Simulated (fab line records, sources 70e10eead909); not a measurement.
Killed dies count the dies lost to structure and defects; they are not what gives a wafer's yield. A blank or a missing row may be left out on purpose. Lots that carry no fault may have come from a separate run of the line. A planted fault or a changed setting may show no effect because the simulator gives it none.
fab line records	flow nand_harc
[record] lots = 11	wafers = 33	last_day = 33
route steps=1302 shown A_CONTACT@1098 A_BLC@1126 END@1302
lots that met no fault: from a run of the same line without faults
start_h: the number of hours between the record's first day and the start of the first shown wafer of the lot	wait_h: hours from the lot's prior step to this one	" as in the row above	L1.1+2: a single row standing in for several wafers	- either no value or no given start	* or withheld: withheld	< > ~ a bound
route shown NAME@n: NAME is a module with steps in the file, n the number in the route of the first one	usual: mean/standard deviation of fault-free wafers	same: alike in all rows	chamber/n: place in a boat	sites: readings site by site	_std_site: the standard deviation of these	_edge_site: inner sites' mean taken away from outer sites' mean	radius_mm: for every site, how far away it sits from the centre of the wafer	mask NAME#n: copy n	behind: tool/chamber where the wafer was last shaped	hold: the reason the lot was held/the length of the hold in hours/how it ended	device: whichever transistor did not switch (one of n, p or np)	end of line: the route-end tests of the same wafers	a step given without rows: its recipe and nothing more	killed: count of dies lost to structure and defects at first sort (not the wafer's yield)	map: per-die view of a wafer (x killed, . not killed, _ where there is no die)
set.NAME: the setting that was run; set.NAME@STEP: the one run at that earlier step	model.NAME: the simulator's own value behind a step, which no gauge read
route steps across a sampled set of lots; one table per step, one row per wafer
services: when a tool's chamber went out of use (start_h, in hours from the record's first day, below 0 if earlier), for how many hours, and the reason
[[steps]]
[step NHARC_A_CONTACT_ETCH_110]
[recipe] target_depth_a = 600	overetch_a = 60	time_s = 33	ion_energy_ev = 100	cf4_flow_sccm = 80	o2_flow_sccm = 20	ar_flow_sccm = 0	rf_w = 300	bias_w = 100	chemistry = CF4/O2
[usual] drypump_motor_current_A = 5.6/0.56	o2_flow_sccm = 20.00/0.061	oes_f_703_au = 0.999/0.0049	oes_product_au = 1.005/0.012	rf_vpp_V = 198.1/1.4	showerhead_plenum_p_Torr = 1.35/0.058	throttle_valve_pct = 13.397/0.009
lot.wafer	tool	chamber	start_h	wait_h	drypump_motor_current_A	o2_flow_sccm	oes_f_703_au	oes_product_au	rf_hours_counter_h	rf_vpp_V	showerhead_plenum_p_Torr	throttle_valve_pct
L686.1	rie_diel-02	1	504.96	0.1	5.8	20.09	1.007	1.011	14	196.9	1.33	13.395
L686.3	"	2	"	"	5.2	20.00	1.003	0.997	18	195.6	1.23	13.396
L686.5	"	0	"	"	4.9	20.05	0.994	1.008	-	197.4	1.34	13.390
L687.3	rie_diel-02	1	525.36	0.5	5.8	20.02	0.992	1.015	17	197.6	1.33	13.400
L687.2	"	2	"	"	5.2	19.95	1.003	0.998	22	196.8	1.23	13.384
L687.4	"	0	"	"	4.9	19.97	1.007	1.027	-	197.0	1.34	13.405
L688.1	rie_diel-02	2	531.92	0.1	5.2	19.98	1.001	1.015	23	195.7	1.23	13.395
L688.3	"	0	"	"	4.8	19.99	1.003	1.023	20	198.5	1.34	13.406
L688.4	"	0	"	"	4.9	20.02	1.000	1.030	-	197.2	1.34	13.406
L691.1	rie_diel-02	2	570.29	0.1	5.2	19.95	1.012	1.015	30	195.5	1.23	13.402
L691.4	"	0	"	"	4.9	20.02	1.002	1.013	28	198.0	1.34	13.385
L691.6	"	2	"	"	5.2	19.93	1.000	1.018	-	196.7	1.23	13.393
L695.3	rie_diel-02	2	615.39	0.1	5.2	19.99	1.005	0.993	8	200.4	1.44	13.403
L695.4	"	3	"	"	6.5	19.96	1.002	1.005	6	197.2	1.31	13.406
L695.5	"	0	"	"	4.9	20.08	1.003	1.019	-	197.9	1.34	13.404
L700.2	rie_diel-02	3	648.03	0.1	6.5	19.99	0.998	1.007	10	198.6	1.31	13.406
L700.1	"	0	"	"	4.8	20.04	0.999	1.015	13	197.7	1.34	13.391
L700.3	"	1	"	"	5.7	20.00	0.997	1.012	15	198.5	1.32	13.394
L699.3	rie_diel-01	3	662.86	0.1	5.3	19.99	1.001	0.999	34	197.2	1.34	13.412
L699.5	"	1	"	"	5.7	19.99	0.995	0.996	-	197.9	1.35	13.397
L699.6	"	2	"	"	6.5	19.96	0.998	1.006	-	195.5	1.29	13.388
L704.1	rie_diel-01	1	692.61	0.1	5.6	20.13	1.006	1.019	38	198.2	1.35	13.396
L704.3	"	3	"	"	5.4	20.05	0.996	1.008	43	196.9	1.34	13.385
L704.6	"	0	"	"	5.1	19.99	0.993	0.985	-	197.5	1.40	13.386
L705.3	rie_diel-02	1	708.32	0.1	5.8	20.15	1.000	0.999	30	197.5	1.32	13.392
L705.4	"	0	"	"	4.9	20.07	1.001	1.016	-	197.3	1.34	13.393
L705.5	"	1	"	"	5.7	20.09	0.997	1.012	-	195.5	1.32	13.387
L706.1	rie_diel-02	3	709.84	0.1	6.4	19.98	0.989	1.006	22	197.5	1.31	13.398
L706.6	"	1	"	"	5.8	19.91	1.002	1.016	-	196.8	1.32	13.406
L706.5	"	2	"	"	5.2	19.94	1.000	1.004	-	200.2	1.44	13.384
L709.1	rie_diel-02	3	733.13	0.1	6.5	20.03	0.996	1.010	27	197.7	1.31	13.406
L709.4	"	2	"	"	5.2	20.04	1.006	0.986	34	200.6	1.44	13.375
L709.5	"	3	"	"	6.5	19.98	0.995	1.009	-	198.2	1.30	13.409
[step NHARC_A_BLC_STRIP_21]
[recipe] o2_flow_sccm = 500	ar_flow_sccm = 0	bias_w = 0	chemistry = O2
[usual] drypump_motor_current_A = 5.8/0.57	o2_flow_sccm = 500.0/1.5	oes_product_au = 1.002/0.014	rf_vpp_V = 57.7/0.96	showerhead_plenum_p_Torr = 3.46/0.15	throttle_valve_pct = 17.034/0.009
lot.wafer	tool	chamber	start_h	wait_h	drypump_motor_current_A	o2_flow_sccm	oes_product_au	rf_hours_counter_h	rf_vpp_V	showerhead_plenum_p_Torr	throttle_valve_pct
L686.1	rie_diel-04	0	509.53	0.3	5.6	502.9	0.980	43	56.4	3.54	17.036
L686.3	"	0	"	"	5.5	499.5	0.987	-	57.5	3.54	17.044
L686.5	"	1	"	"	6.1	498.9	1.036	-	59.2	3.36	17.025
L687.3	rie_diel-04	1	529.33	0.1	6.2	499.3	1.021	55	58.1	3.36	17.028
L687.2	"	2	"	"	5.6	501.8	0.993	50	56.9	3.40	17.056
L687.4	"	0	"	"	5.5	500.7	0.977	-	57.8	3.54	17.018
L688.3	rie_diel-07	1	535.97	0.1	5.2	496.0	1.030	3	58.2	3.31	17.026
L688.1	"	2	"	"	5.2	497.2	0.996	3	58.0	3.29	17.020
L688.4	"	3	"	"	5.0	499.5	0.998	3	57.1	3.36	17.038
L691.1	rie_diel-07	0	574.26	0.1	5.7	498.4	1.025	5	57.1	3.43	17.022
L691.4	"	1	"	"	5.1	500.1	1.035	5	56.3	3.31	17.035
L691.6	"	0	"	"	5.7	500.6	1.020	-	58.6	3.43	17.023
L695.3	rie_diel-07	0	619.23	0.1	5.7	501.3	1.014	8	56.3	3.43	17.025
L695.4	"	2	"	"	5.1	502.8	0.975	7	56.0	3.28	17.035
L695.5	"	3	"	"	5.1	498.1	0.991	-	57.0	3.36	17.032
L700.1	rie_diel-11	3	652.03	0.1	6.4	502.4	1.002	2	56.3	3.57	17.047
L700.2	"	0	"	"	6.8	500.3	0.977	4	57.5	3.31	17.017
L700.3	"	2	"	"	5.4	501.6	0.982	3	59.7	3.63	17.029
L699.3	rie_diel-11	1	666.85	0.1	6.1	501.3	0.994	4	58.1	3.72	17.028
L699.5	"	2	"	"	5.4	500.0	0.985	-	58.8	3.63	17.046
L699.6	"	3	"	"	6.4	499.6	0.992	-	57.9	3.57	17.025
L704.1	rie_diel-11	0	697.33	0.1	6.8	500.6	1.001	7	57.2	3.31	17.029
L704.3	"	1	"	"	6.0	498.6	0.994	7	59.1	3.72	17.033
L704.6	"	2	"	"	5.4	502.7	0.994	-	58.2	3.63	17.033
L705.3	rie_diel-07	2	712.36	0.1	5.1	502.7	0.995	4	59.0	3.28	17.029
L705.4	"	3	"	"	5.0	499.8	0.985	4	58.5	3.35	17.011
L705.5	"	1	"	"	5.2	497.0	1.012	-	56.0	3.31	17.035
L706.1	rie_diel-11	0	713.86	0.1	6.8	499.3	1.004	9	55.6	3.31	17.046
L706.5	"	0	"	"	6.8	497.4	1.005	-	57.6	3.31	17.038
L706.6	"	1	"	"	6.0	497.7	0.993	-	57.1	3.71	17.031
L709.4	rie_diel-07	2	737.15	0.1	5.1	501.3	0.989	6	58.5	3.28	17.024
L709.1	"	3	"	"	5.0	501.4	0.986	6	58.7	3.35	17.040
L709.5	"	1	"	"	5.1	499.3	1.018	-	56.6	3.31	17.018
[step NHARC_A_BLC_ALD_23]
[recipe] target_thk_a = 30	pulse_time_s = 1	ald_cycles = 150	temp_c = 450	material = TiN
[usual] ald_cycles = 150/0	heater_power_outer_w = 717/66	heater_power_w = 1135/96	precursor_pulse_height_rel = 1.000/0.02	susceptor_temp_C = 450.03/0.25
lot.wafer	tool	chamber	start_h	wait_h	ald_cycles	heater_power_outer_w	heater_power_w	precursor_pulse_height_rel	susceptor_temp_C
L686.1	ald_metal-02	0	510.28	-	150	700	1157	1.025	450.07
L686.3	"	1	"	"	150	811	1312	1.009	449.78
L686.5	"	3	"	"	150	734	1126	1.023	450.43
L687.3	ald_metal-02	1	530.00	-	150	828	1371	0.982	449.94
L687.4	"	2	"	"	150	772	1158	1.007	450.34
L687.2	"	0	"	"	150	695	1144	1.028	449.50
L688.1	ald_metal-01	2	536.64	-	150	624	995	1.023	449.95
L688.4	"	0	"	"	150	639	996	0.979	450.34
L688.3	"	1	"	"	150	652	1157	0.979	450.08
L691.4	ald_metal-01	2	574.94	-	150	624	986	0.956	450.20
L691.1	"	3	"	"	150	768	1160	0.980	450.00
L691.6	"	1	"	"	150	630	1179	0.975	450.71
L695.3	ald_metal-01	3	619.89	-	150	764	1130	1.012	449.82
L695.4	"	0	"	"	150	650	1006	1.020	449.81
L695.5	"	3	"	"	150	766	1174	1.005	449.62
L700.3	ald_metal-01	1	652.70	-	-	-	-	-	-
L700.2	"	2	"	"	-	-	-	-	-
L700.1	"	3	"	"	-	-	-	-	-
L699.3	ald_metal-01	1	667.52	-	-	-	-	-	-
L699.6	"	3	"	"	-	-	-	-	-
L699.5	"	0	"	"	-	-	-	-	-
L704.3	ald_metal-04	3	697.98	-	150	729	1204	1.023	450.01
L704.1	"	2	"	"	150	723	1147	0.988	450.27
L704.6	"	3	"	"	150	736	1198	0.987	450.36
L705.4	ald_metal-04	2	713.01	-	150	739	1125	0.996	450.01
L705.3	"	0	"	"	150	786	1123	1.027	450.16
L705.5	"	2	"	"	150	715	1141	1.033	450.19
L706.1	ald_metal-01	2	714.56	-	150	574	938	0.992	450.19
L706.6	"	0	"	"	150	609	1003	0.990	450.13
L706.5	"	1	"	"	150	682	1220	0.988	450.20
L709.1	ald_metal-01	1	737.81	-	150	669	1212	0.972	449.73
L709.4	"	3	"	"	150	786	1165	1.020	450.25
L709.5	"	0	"	"	150	620	1013	1.024	449.71
[step NHARC_A_BLC_CVD_24]
[recipe] target_thk_a = 1500	temp_c = 300	pressure_torr = 40	wf6_flow_sccm = 40	h2_flow_sccm = 1600	ar_flow_sccm = 1560	time_s = 434	material = W
[usual] heater_power_w = 522/51	susceptor_temp_C = 299.99/0.2	throttle_valve_pct = 8.06/0.25
lot.wafer	tool	chamber	start_h	wait_h	heater_power_w	susceptor_temp_C	throttle_valve_pct
L686.1	cvd_w-02	0	-	-	506	-	7.77
L686.3	"	0	"	"	507	-	7.64
L686.5	"	0	"	"	503	-	7.93
L687.2	cvd_w-02	0	-	-	515	-	7.79
L687.3	"	0	"	"	522	-	7.84
L687.4	"	1	"	"	584	-	7.86
L688.1	cvd_w-02	1	-	-	589	300.00	8.26
L688.4	"	1	"	"	567	300.27	8.33
L688.3	"	0	"	"	512	300.23	7.85
L691.1	cvd_w-02	0	-	-	515	300.11	8.01
L691.4	"	1	"	"	580	300.09	8.05
L691.6	"	0	"	"	510	300.09	8.17
L695.3	cvd_w-01	0	-	-	446	299.72	8.05
L695.4	"	1	"	"	495	299.84	8.16
L695.5	"	1	"	"	490	299.93	8.23
L700.2	cvd_w-02	0	-	-	458	300.31	7.88
L700.1	"	1	"	"	581	300.11	7.89
L700.3	"	0	"	"	471	300.21	7.84
L699.3	cvd_w-02	1	-	-	579	299.99	8.07
L699.6	"	0	"	"	486	299.83	7.59
L699.5	"	1	"	"	586	300.08	7.89
L704.1	cvd_w-02	0	-	-	477	300.06	7.74
L704.3	"	0	"	"	487	299.89	7.82
L704.6	"	0	"	"	483	299.84	7.84
L705.4	cvd_w-02	0	-	-	487	299.97	7.87
L705.3	"	1	"	"	585	299.98	8.10
L705.5	"	1	"	"	584	300.36	7.98
L706.1	cvd_w-01	1	-	-	480	299.85	8.40
L706.5	"	1	"	"	500	299.88	8.55
L706.6	"	0	"	"	456	300.13	8.32
L709.1	cvd_w-02	1	-	-	595	299.98	7.86
L709.4	"	1	"	"	593	299.90	7.86
L709.5	"	0	"	"	483	299.74	7.93
[step NHARC_END_SORT_01]
[recipe] temp_c = 25
[usual] killed_at_array = 56/20	killed_at_other = 0.9/1.1	killed_at_periphery = 3.7/3	killed_dies = 61/21	killed_open = 2.9/1.6	killed_short = 2.6/1.4
[same] gross_dies = 677
lot.wafer	tool	chamber	start_h	wait_h	killed_at_array	killed_at_other	killed_at_periphery	killed_dies	killed_open	killed_short
L686.1	prober-01	0	564.72	2.5	37	0	5	42	3	3
L686.3	prober-01	0	566.33	3.1	52	1	1	54	2	1
L686.5	prober-01	0	567.93	3.7	45	0	5	50	2	1
L687.2	prober-02	0	574.35	2.8	26	0	4	30	1	3
L687.3	prober-02	0	575.15	3.1	32	2	9	43	3	3
L687.4	prober-02	0	575.95	3.4	35	1	6	42	5	2
L688.1	prober-01	0	588.19	2.5	37	2	2	41	4	3
L688.3	prober-01	0	589.78	3.1	69	0	4	73	1	2
L688.4	prober-01	0	590.57	3.4	61	1	3	65	4	3
L691.1	prober-01	0	614.94	2.5	42	1	2	45	3	3
L691.4	prober-01	0	617.31	3.4	47	0	0	47	1	2
L691.6	prober-01	0	618.88	3.9	52	0	0	52	0	3
L695.3	prober-01	0	663.45	3.1	41	1	7	49	6	4
L695.4	prober-01	0	664.24	3.4	43	4	8	55	4	3
L695.5	prober-01	0	665.03	3.7	35	3	4	42	2	3
L700.1	prober-01	0	694.36	2.6	667	0	10	677	7	4
L700.2	prober-01	0	695.16	2.8	668	1	8	677	2	3
L700.3	prober-01	0	695.96	3.1	671	0	6	677	0	2
L699.3	prober-02	0	710.22	3.1	675	0	2	677	1	3
L699.5	prober-02	0	711.81	3.7	675	0	2	677	5	2
L699.6	prober-02	0	712.60	4.0	676	1	0	677	2	7
L704.1	prober-02	0	737.30	2.5	25	0	11	36	5	2
L704.3	prober-02	0	738.88	3.1	33	0	9	42	3	4
L704.6	prober-02	0	741.25	4.0	22	0	6	28	8	1
L705.3	prober-01	0	763.38	3.1	64	0	2	66	3	3
L705.4	prober-01	0	764.18	3.4	76	0	4	80	5	2
L705.5	prober-01	0	764.98	3.7	68	0	4	72	1	2
L706.1	prober-01	0	769.51	2.4	37	0	11	48	5	2
L706.5	prober-01	0	772.71	3.7	34	0	14	48	4	1
L706.6	prober-01	0	773.51	4.0	22	0	8	30	3	1
L709.1	prober-01	0	779.38	2.5	73	1	3	77	3	2
L709.4	prober-01	0	781.77	3.4	52	0	3	55	2	4
L709.5	prober-01	0	782.56	3.7	49	1	2	52	4	1
// killed by level:class
L686.1 A_SLIT:chamber_film_flake=18 A_CHANNEL_HOLE_D2:chamber_film_flake=7 P_CONTACT:chamber_film_flake=3 A_STAIRCASE:chamber_film_flake=3 A_WL_FILL:geometric_particle:short=2 A_CONTACT:chamber_film_flake=2 A_ONON_D2:geometric_particle:open=1 A_ONON_D2:geometric_particle:short=1
L686.3 A_SLIT:chamber_film_flake=31 A_STAIRCASE:chamber_film_flake=8 A_CHANNEL_HOLE_D2:chamber_film_flake=5 A_WL_FILL:chamber_film_flake=2 A_M0:chamber_film_flake=2 A_WL_FILL:geometric_particle:short=1 A_WL_FILL:geometric_particle:open=1 P_CONTACT:chamber_film_flake=1
L686.5 A_SLIT:chamber_film_flake=26 A_STAIRCASE:chamber_film_flake=10 A_WL_FILL:chamber_film_flake=3 P_CONTACT:chamber_film_flake=2 A_M0:chamber_film_flake=2 P_STI:geometric_particle:short=1 P_STI:geometric_particle:open=1 P_M0:geometric_particle:open=1
L687.2 A_CHANNEL_HOLE_D2:chamber_film_flake=8 A_SGD_CUT:chamber_film_flake=4 A_STAIRCASE:chamber_film_flake=3 A_CONTACT:chamber_film_flake=3 A_ZERO_WELL:chamber_film_flake=2 A_CHANNEL_HOLE_D1:chamber_film_flake=2 P_CONTACT:geometric_particle:short=1 A_SOURCE_PLATE:geometric_particle:open=1
L687.3 A_STAIRCASE:chamber_film_flake=9 A_CHANNEL_HOLE_D2:chamber_film_flake=8 P_ZERO_WELL:chamber_film_flake=3 A_SGD_CUT:chamber_film_flake=3 P_M1:chamber_film_flake=2 P_BONDPAD:chamber_film_flake=2 A_CHANNEL_HOLE_D1:chamber_film_flake=2 A_CHANNEL_FILL_D1:chamber_film_flake=2
L687.4 A_CHANNEL_HOLE_D2:chamber_film_flake=10 A_STAIRCASE:chamber_film_flake=10 A_WL_FILL:chamber_film_flake=4 P_ZERO_WELL:chamber_film_flake=2 A_CHANNEL_HOLE_D1:chamber_film_flake=2 P_M0:geometric_particle:open=1 P_M1:geometric_particle:open=1 A_SOURCE_PLATE:geometric_particle:open=1
L688.1 A_CHANNEL_HOLE_D2:chamber_film_flake=14 A_CHANNEL_HOLE_D1:chamber_film_flake=9 A_CONTACT:chamber_film_flake=6 A_BLC:geometric_particle:open=2 P_GATE:chamber_film_flake=2 THIN_TSV:chamber_film_flake=2 A_ONON_D1:geometric_particle:short=1 A_CHANNEL_FILL_D1:geometric_particle:open=1
L688.3 A_CHANNEL_HOLE_D1:chamber_film_flake=31 A_CHANNEL_HOLE_D2:chamber_film_flake=17 A_CONTACT:chamber_film_flake=13 P_GATE:chamber_film_flake=4 A_STAIRCASE:chamber_film_flake=2 A_SGD_CUT:geometric_particle:short=1 A_WL_FILL:geometric_particle:short=1 A_CONTACT:geometric_particle:open=1
L688.4 A_CHANNEL_HOLE_D2:chamber_film_flake=23 A_CHANNEL_HOLE_D1:chamber_film_flake=19 A_CONTACT:chamber_film_flake=10 A_STAIRCASE:chamber_film_flake=3 P_M1:geometric_particle:short=1 A_CHANNEL_FILL_D1:geometric_particle:open=1 A_CHANNEL_FILL_D1:geometric_particle:short=1 A_ONON_D2:geometric_particle:short=1
L691.1 A_SLIT:chamber_film_flake=24 A_CHANNEL_HOLE_D2:chamber_film_flake=9 A_CHANNEL_FILL_D1:geometric_particle:short=2 A_CHANNEL_FILL_D2:geometric_particle:open=2 A_CONTACT:chamber_film_flake=2 P_STI:geometric_particle:short=1 A_CHANNEL_FILL_D1:geometric_particle:open=1 P_ZERO_WELL:chamber_film_flake=1
L691.4 A_SLIT:chamber_film_flake=32 A_CHANNEL_HOLE_D2:chamber_film_flake=5 A_CHANNEL_HOLE_D1:chamber_film_flake=2 A_CHANNEL_FILL_D1:chamber_film_flake=2 A_CONTACT:chamber_film_flake=2 A_ONON_D1:geometric_particle:short=1 A_CHANNEL_FILL_D1:geometric_particle:short=1 A_ONON_D2:geometric_particle:open=1
L691.6 A_SLIT:chamber_film_flake=36 A_CHANNEL_HOLE_D2:chamber_film_flake=4 A_ZERO_WELL:chamber_film_flake=2 A_CHANNEL_HOLE_D1:chamber_film_flake=2 A_CHANNEL_FILL_D1:chamber_film_flake=2 A_CHANNEL_FILL_D1:geometric_particle:short=1 A_ONON_D2:geometric_particle:short=1 A_M0:geometric_particle:short=1
L695.3 A_CHANNEL_HOLE_D2:chamber_film_flake=19 A_CHANNEL_HOLE_D1:chamber_film_flake=7 P_M0:chamber_film_flake=4 A_CONTACT:chamber_film_flake=4 A_STAIRCASE:chamber_film_flake=3 P_CONTACT:geometric_particle:open=1 P_CONTACT:geometric_particle:short=1 P_M2:geometric_particle:open=1
L695.4 A_CHANNEL_HOLE_D2:chamber_film_flake=21 A_ZERO_WELL:chamber_film_flake=6 A_CHANNEL_HOLE_D1:chamber_film_flake=5 P_GATE:chamber_film_flake=3 P_M0:chamber_film_flake=3 A_CONTACT:chamber_film_flake=3 THIN_TSV:chamber_film_flake=3 A_BONDPAD:chamber_film_flake=2
L695.5 A_CHANNEL_HOLE_D2:chamber_film_flake=14 A_CHANNEL_HOLE_D1:chamber_film_flake=7 A_CONTACT:chamber_film_flake=4 P_M0:chamber_film_flake=3 THIN_TSV:chamber_film_flake=3 A_STAIRCASE:chamber_film_flake=2 A_WL_FILL:chamber_film_flake=2 P_GATE:geometric_particle:short=1
L700.1 A_BLC:area_ald=592 A_SLIT:chamber_film_flake=33 A_CHANNEL_HOLE_D1:chamber_film_flake=27 P_GATE:chamber_film_flake=6 A_ONON_D2:geometric_particle:open=3 A_CHANNEL_HOLE_D2:chamber_film_flake=3 A_ONON_D2:geometric_particle:short=2 P_M0:geometric_particle:open=1
L700.2 A_BLC:area_ald=609 A_SLIT:chamber_film_flake=27 A_CHANNEL_HOLE_D1:chamber_film_flake=17 A_CONTACT:chamber_film_flake=7 A_WL_FILL:chamber_film_flake=4 P_STI:chamber_film_flake=3 P_GATE:chamber_film_flake=3 A_ONON_D2:geometric_particle:short=2
L700.3 A_BLC:area_ald=613 A_SLIT:chamber_film_flake=26 A_CHANNEL_HOLE_D1:chamber_film_flake=19 A_CONTACT:chamber_film_flake=6 P_GATE:chamber_film_flake=4 A_WL_FILL:chamber_film_flake=2 A_DECK1_JOINT:geometric_particle:short=1 A_ONON_D2:geometric_particle:short=1
L699.3 A_BLC:area_ald=625 A_CHANNEL_HOLE_D2:chamber_film_flake=22 A_CHANNEL_HOLE_D1:chamber_film_flake=8 A_CONTACT:chamber_film_flake=8 A_BLC:chamber_film_flake=3 A_ZERO_WELL:chamber_film_flake=2 A_STAIRCASE:chamber_film_flake=2 A_SLIT:chamber_film_flake=2
L699.5 A_BLC:area_ald=623 A_CHANNEL_HOLE_D2:chamber_film_flake=16 A_CONTACT:chamber_film_flake=13 A_CHANNEL_HOLE_D1:chamber_film_flake=8 A_BLC:chamber_film_flake=4 A_SLIT:chamber_film_flake=3 A_ONON_D1:geometric_particle:open=2 A_STAIRCASE:chamber_film_flake=2
L699.6 A_BLC:area_ald=622 A_CHANNEL_HOLE_D2:chamber_film_flake=21 A_CONTACT:chamber_film_flake=7 A_CHANNEL_HOLE_D1:chamber_film_flake=6 A_SLIT:chamber_film_flake=5 A_DECK1_JOINT:chamber_film_flake=2 A_STAIRCASE:chamber_film_flake=2 A_SOURCE_PLATE:geometric_particle:short=1
L704.1 A_CHANNEL_HOLE_D1:chamber_film_flake=14 A_SLIT:chamber_film_flake=5 P_M1:geometric_particle:open=3 P_M1:chamber_film_flake=3 P_GATE:chamber_film_flake=2 P_M0:geometric_particle:short=1 A_ONON_D1:geometric_particle:open=1 A_ONON_D1:geometric_particle:short=1
L704.3 A_CHANNEL_HOLE_D1:chamber_film_flake=14 A_SLIT:chamber_film_flake=7 P_GATE:chamber_film_flake=6 A_ONON_D1:geometric_particle:short=2 A_STAIRCASE:chamber_film_flake=2 A_CONTACT:chamber_film_flake=2 P_GATE:geometric_particle:open=1 A_CHANNEL_FILL_D1:geometric_particle:open=1
L704.6 A_CHANNEL_HOLE_D1:chamber_film_flake=8 P_GATE:chamber_film_flake=4 A_ONON_D1:geometric_particle:open=2 A_SLIT:chamber_film_flake=2 P_GATE:geometric_particle:open=1 A_CHANNEL_FILL_D1:geometric_particle:open=1 A_CHANNEL_FILL_D1:geometric_particle:short=1 A_DECK1_JOINT:geometric_particle:open=1
L705.3 A_SLIT:chamber_film_flake=23 A_CHANNEL_HOLE_D2:chamber_film_flake=22 A_CHANNEL_HOLE_D1:chamber_film_flake=10 P_GATE:chamber_film_flake=2 A_DECK1_JOINT:geometric_particle:short=1 A_ONON_D2:geometric_particle:short=1 A_CHANNEL_FILL_D2:geometric_particle:open=1 A_WL_FILL:geometric_particle:short=1
L705.4 A_SLIT:chamber_film_flake=31 A_CHANNEL_HOLE_D2:chamber_film_flake=26 A_CHANNEL_HOLE_D1:chamber_film_flake=11 A_WL_FILL:geometric_particle:open=2 P_GATE:chamber_film_flake=2 P_STI:geometric_particle:short=1 A_CHANNEL_FILL_D1:geometric_particle:open=1 A_ONON_D2:geometric_particle:open=1
L705.5 A_SLIT:chamber_film_flake=21 A_CHANNEL_HOLE_D2:chamber_film_flake=19 A_CHANNEL_HOLE_D1:chamber_film_flake=16 P_GATE:chamber_film_flake=3 A_STAIRCASE:chamber_film_flake=3 A_CHANNEL_FILL_D2:chamber_film_flake=2 A_CONTACT:chamber_film_flake=2 A_DECK1_JOINT:geometric_particle:open=1
L706.1 A_CHANNEL_HOLE_D1:chamber_film_flake=15 A_CONTACT:chamber_film_flake=9 P_M2:chamber_film_flake=5 P_CONTACT:chamber_film_flake=4 A_SLIT:chamber_film_flake=3 A_DECK1_JOINT:geometric_particle:open=2 A_WL_FILL:chamber_film_flake=2 P_GATE:chamber_film_flake=2
L706.5 A_CHANNEL_HOLE_D1:chamber_film_flake=14 A_SLIT:chamber_film_flake=10 P_CONTACT:chamber_film_flake=8 A_CONTACT:chamber_film_flake=4 P_GATE:chamber_film_flake=3 A_CHANNEL_HOLE_D1:geometric_particle:open=2 A_DECK1_JOINT:geometric_particle:short=1 A_CONTACT:geometric_particle:open=1
L706.6 A_CHANNEL_HOLE_D1:chamber_film_flake=7 A_CONTACT:chamber_film_flake=5 P_M2:chamber_film_flake=4 P_CONTACT:chamber_film_flake=3 A_SLIT:chamber_film_flake=3 A_CHANNEL_FILL_D2:chamber_film_flake=2 A_M0:geometric_particle:open=2 A_WL_FILL:chamber_film_flake=2
L709.1 A_SLIT:chamber_film_flake=43 A_CHANNEL_HOLE_D1:chamber_film_flake=25 P_M0:geometric_particle:short=1 P_M0:geometric_particle:open=1 P_M1:geometric_particle:open=1 A_ONON_D1:geometric_particle:open=1 A_M0:geometric_particle:short=1 A_CHANNEL_FILL_D1:chamber_film_flake=1
L709.4 A_SLIT:chamber_film_flake=22 A_CHANNEL_HOLE_D1:chamber_film_flake=18 A_CONTACT:chamber_film_flake=6 A_CHANNEL_FILL_D2:geometric_particle:short=2 P_ZERO_WELL:chamber_film_flake=2 P_M1:geometric_particle:open=1 A_CHANNEL_FILL_D2:geometric_particle:open=1 A_WL_FILL:geometric_particle:short=1
L709.5 A_SLIT:chamber_film_flake=27 A_CHANNEL_HOLE_D1:chamber_film_flake=13 A_CONTACT:chamber_film_flake=2 A_ONON_D1:geometric_particle:open=1 A_CHANNEL_FILL_D1:geometric_particle:open=1 A_DECK1_JOINT:geometric_particle:short=1 A_CHANNEL_HOLE_D2:geometric_particle:open=1 A_M0:geometric_particle:open=1
[[services]]
tool	chamber	start_h	hours	kind
ald_metal-01	1	481.21	4.4	repair
rie_diel-02	1	487.23	6.2	repair
rie_diel-11	0	492.37	12.4	repair
rie_diel-07	-	499.80	0.5	repair
rie_diel-07	1	506.31	12.7	repair
ald_metal-01	3	508.44	22.8	repair
rie_diel-02	3	524.81	10.6	repair
ald_metal-01	-	526.00	10.0	pm
cvd_w-02	-	545.30	1.5	repair
rie_diel-02	2	547.21	2.3	repair
rie_diel-02	-	570.71	9.0	pm
ald_metal-01	2	579.42	4.2	repair
rie_diel-02	-	599.33	2.7	repair
rie_diel-07	3	599.92	3.0	repair
rie_diel-11	-	609.50	9.0	pm
rie_diel-02	3	624.85	8.1	repair
rie_diel-11	3	631.23	4.5	repair
cvd_w-02	-	631.37	13.0	pm
rie_diel-07	1	640.68	5.6	repair
rie_diel-07	-	648.20	9.0	pm
rie_diel-07	1	669.12	13.2	repair
cvd_w-02	1	687.79	14.2	repair
rie_diel-02	3	699.41	8.9	repair
ald_metal-01	-	704.00	10.0	pm
[[key]]
[first_sign] step = NHARC_A_BLC_ALD_23	reading = tool_record	direction = missing
[effect] step = NHARC_END_SORT_01	reading = killed_at_array	direction = up	sigmas = 30	usual = 56	struck = 672
[more_kills_born_at] NHARC_A_BLC_ALD_23@ald_metal-01 = 3684
met_at NHARC_A_BLC_ALD_23
struck_lots L699,L700
later_rows_left_out L699.3,L699.5,L699.6,L700.1,L700.2,L700.3
tester_left_out L699,L700
not_acting_at NHARC_A_CONTACT_ETCH_110,NHARC_A_BLC_STRIP_21,NHARC_A_BLC_CVD_24
onset_between 619.89 652.70
[fault] kind = skipped_step_whole	tool = ald_metal-01	chamber = -	onset_h = 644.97	steps = NHARC_A_BLC_ALD_23	scope = struck_lots_only
// tester_left_out: of these lots the tester's yield and bins aren't shown, on N5 and GAA mostly nor the transistor test; their killed dies are dies lost to structure and defects alone, not to doping, threshold or leakage, so they don't give the yield
// later_rows_left_out: the simulator's readings of these wafers behind a module that went badly wrong aren't trusted and aren't shown, but for the sort
